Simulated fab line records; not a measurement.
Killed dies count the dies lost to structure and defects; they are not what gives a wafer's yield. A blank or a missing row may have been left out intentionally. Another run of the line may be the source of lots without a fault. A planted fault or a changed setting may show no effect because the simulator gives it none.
Which tool was responsible? ; flow nandHarc ; 13 lots with 39 wafers sampled at 5 steps, on a route of 1302 steps

## WHAT THE GAUGES READ, wafer by wafer
NHARC_HYBRID_BOND_OVL_MEAS_05. Usual: overlayXNm -2 nm, standard deviation 34; overlayYNm -2 nm, standard deviation 35.
lot;measured;on;overlayXNm (nm);overlayYNm (nm);flag
L752;day 24 05:56;overlay-02;9 22 6;-30 15 -39;
L754;day 24 14:12;overlay-01;-62 -7 44;-28 -12 -6;
L757;day 24 19:46;overlay-01;-45 -52 6;-30 -1 9;
L755;day 24 19:46;overlay-02;12 38 3;31 43 33;
L756;day 25 03:05;overlay-02;55 25 23;22 7 -27;
L759;day 26 04:11;overlay-02;-31 -26 -75;-22 -36 34;
L760;day 26 20:56;overlay-02;-12 57 38;-4 -28 -45;
L762;day 27 09:00;overlay-02;9 52 -10;-52 -13 -3;
L771;day 31 13:52;overlay-02;-45 -39 -11;-46 27 32;
L773;day 31 19:21;overlay-02;-37 0 -31;10 27 -35;
L772;day 31 19:21;overlay-01;8 -24 42;11 42 37;
L774;day 31 23:41;overlay-02;45 -4 16;-26 31 33;
L775;day 32 12:16;overlay-02;43 -48 0;-1 48 18;

NHARC_THIN_TSV_CD_MEAS_16. Usual: cdNm at 1000.6 nm, with a standard deviation of 3.
lot;measured;on;cdNm (nm);flag
L752;day 24 09:31;cdSem-01;1005.3 1004.6 1002.4;
L754;day 24 17:55;cdSem-01;1000.8 1002.2 1005.7;
L757;day 24 23:21;cdSem-01;996.6 1004.3 997.6;
L755;day 25 00:42;cdSem-03;1002.1 998.8 1001.0;
L756;day 25 06:39;cdSem-01;998.4 1002.5 998.1;
L759;day 26 07:53;cdSem-01;1003.9 1005.3 1004.9;
L760;day 27 00:46;cdSem-03;1004.0 1002.7 1002.2;
L762;day 27 13:56;cdSem-01;1005.4 1007.8 1003.9;
L771;day 31 17:32;cdSem-03;1004.1 998.1 1000.6;
L773;day 32 03:31;cdSem-02;999.2 997.2 1002.7;
L772;day 32 04:45;cdSem-01;997.3 1001.5 999.3;
L774;day 32 05:55;cdSem-01;998.6 1004.9 1000.8;
L775;day 32 15:52;cdSem-02;1000.1 995.4 1003.5;

NHARC_END_SORT_01. Usual: killedAtArray 54, standard deviation 12; killedAtOther 0.7, standard deviation 1.1; killedAtPeriphery 3.9, standard deviation 2.8; killedDies 59, standard deviation 13; killedOpen 3.4, standard deviation 2; killedShort 2.5, standard deviation 1.7.
lot;measured;on;killedAtArray;killedAtOther;killedAtPeriphery;killedDies;killedOpen;killedShort;flag
L771;day 32 09:04;prober-01;50 123 123;0 1 3;3 9 7;53 133 133;6 1 0;6 4 0;OFF

## EACH LOT AND THE TOOL THAT RAN IT (in order: tool; ch and the chambers of the sampled wafers; start)
lot;NHARC_A_CONTACT_ETCH_89;NHARC_THIN_TSV_ETCH_36
L752;rieDiel-01 ch 1,2,3, day 22 22:20;rieMetal-01 ch 0,1, day 24 14:52
L754;rieDiel-01 ch 0,2,3, day 23 05:19;rieMetal-02 ch 1, day 24 23:26
L757;rieDiel-11 ch 0,3, day 23 11:22;rieMetal-03 ch 0, day 25 04:50
L755;rieDiel-04 ch 1,2,3, day 23 14:06;rieMetal-02 ch 0,1, day 25 06:17
L756;rieDiel-04 ch 0,1,2, day 23 19:45;rieMetal-02 ch 0,1, day 25 12:01
L759;rieDiel-01 ch 0,1,3, day 24 21:22;rieMetal-01 ch 0,1, day 26 13:49
L760;rieDiel-11 ch 0,2,3, day 25 13:33;rieMetal-02 ch 0,1, day 27 06:17
L762;rieDiel-04 ch 0,1, day 26 03:40;rieMetal-03 ch 0,1, day 27 19:44
L771;rieDiel-11 ch 1,3, day 30 06:53;rieMetal-01 ch 0,1, day 31 22:55
L773;rieDiel-01 ch 0,1,2, day 30 12:28;rieMetal-03 ch 0,1, day 32 08:52
L772;rieDiel-04 ch 2,3, day 30 13:26;rieMetal-03 ch 0,1, day 32 10:16
L774;rieDiel-01 ch 0,1,2, day 30 16:30;rieMetal-02 ch 0,1, day 32 11:32
L775;rieDiel-04 ch 0,1,2, day 31 05:47;rieMetal-01 ch 0,1, day 32 21:14
- NHARC_A_CONTACT_ETCH_89: etches the open film in N2/H2, target depth 260 nm, time 475.3 s.
- NHARC_THIN_TSV_ETCH_36: etches the open film in Cl2/BCl3, target depth 65 nm, time 18.571 s.

## WHAT THE TOOLS THEMSELVES READ (means of the sampled wafers that have a number; where no wafer has one, the mark that the record gives instead)
NHARC_A_CONTACT_ETCH_89. Usual: drypumpMotorCurrentA 5.6 A, standard deviation 0.47; oesProductAu 1.003 a.u., standard deviation 0.012; rfVppV 431.3 V, standard deviation 2.4; showerheadPlenumPTorr 2.07 Torr, standard deviation 0.084; throttleValvePct 14.171 %, standard deviation 0.0084.
lot;tool;drypumpMotorCurrentA (A);oesProductAu (a.u.);rfVppV (V);showerheadPlenumPTorr (Torr);throttleValvePct (%);flag
L752;rieDiel-01;5.9;0.994;433.4;2.12;14.176;
L754;rieDiel-01;6.1;1.001;431.3;2.09;14.172;
L757;rieDiel-11;5.0;1.008;429.2;1.99;14.166;
L755;rieDiel-04;5.8;1.006;429.7;2.04;14.170;
L756;rieDiel-04;5.9;1.012;433.0;2.09;14.171;
L759;rieDiel-01;5.6;0.991;431.9;2.10;14.169;
L760;rieDiel-11;5.4;1.005;428.8;1.99;14.176;
L762;rieDiel-04;5.8;1.000;430.3;2.03;14.172;
L771;rieDiel-11;5.1;1.001;433.3;2.12;14.173;
L773;rieDiel-01;5.9;1.007;432.5;2.13;14.172;
L772;rieDiel-04;5.8;1.001;431.7;2.09;14.174;
L774;rieDiel-01;5.9;1.003;433.2;2.13;14.165;
L775;rieDiel-04;5.9;1.007;431.2;2.08;14.181;

NHARC_THIN_TSV_ETCH_36. Usual: drypumpMotorCurrentA 5.96 A, standard deviation 0.3; heBacksideLeakSccm 3.25 sccm, standard deviation 0.29; oesProductAu 1.004 a.u., standard deviation 0.015.
lot;tool;drypumpMotorCurrentA (A);heBacksideLeakSccm (sccm);oesProductAu (a.u.);flag
L752;rieMetal-01;6.05;3.31;1.008;
L754;rieMetal-02;5.87;3.73;1.006;
L757;rieMetal-03;6.42;3.27;0.986;
L755;rieMetal-02;5.77;3.26;1.012;
L756;rieMetal-02;5.70;3.30;1.002;
L759;rieMetal-01;6.06;3.17;0.999;
L760;rieMetal-02;5.69;3.25;1.009;
L762;rieMetal-03;6.09;3.10;1.020;
L771;rieMetal-01;6.06;3.15;0.994;
L773;rieMetal-03;6.26;3.15;0.993;
L772;rieMetal-03;6.05;3.17;0.999;
L774;rieMetal-02;5.68;3.22;0.999;
L775;rieMetal-01;5.87;3.32;0.994;

## THE ANSWER, worked out from the rows above alone
Rule: take the mean of a lot's wafers that have a number; if it is more than 3 standard deviations from the usual mean, the lot is off. Also off: a lot with no number at a reading for which 4 or more lots have one. Any other lot the step has rows for is counted as sound. The gauges are gone through in route order, then the tools' own readings, and for those a lot's mean is taken as printed above. The first step at which some lot is off is used, and at that step the reading that is off furthest; a lot without a number counts as furthest.
Off, at NHARC_END_SORT_01 on killedAtArray: L771. Neither off nor sound, because the step has no rows for them: L752, L754, L757, L755, L756, L759, L760, L762, L773, L772, L774, L775.
A tool fits if, at a process step before that reading, it ran every lot that is off, and no sound lot after the first of them. Those tools and the gauges at NHARC_END_SORT_01 are tried in the same way. Can't be told from this: 3 tools fit, rieDiel-11 at NHARC_A_CONTACT_ETCH_89, rieMetal-01 at NHARC_THIN_TSV_ETCH_36, prober-01 at NHARC_END_SORT_01.

## WHAT HAD BEEN PUT IN BY THE SIMULATOR
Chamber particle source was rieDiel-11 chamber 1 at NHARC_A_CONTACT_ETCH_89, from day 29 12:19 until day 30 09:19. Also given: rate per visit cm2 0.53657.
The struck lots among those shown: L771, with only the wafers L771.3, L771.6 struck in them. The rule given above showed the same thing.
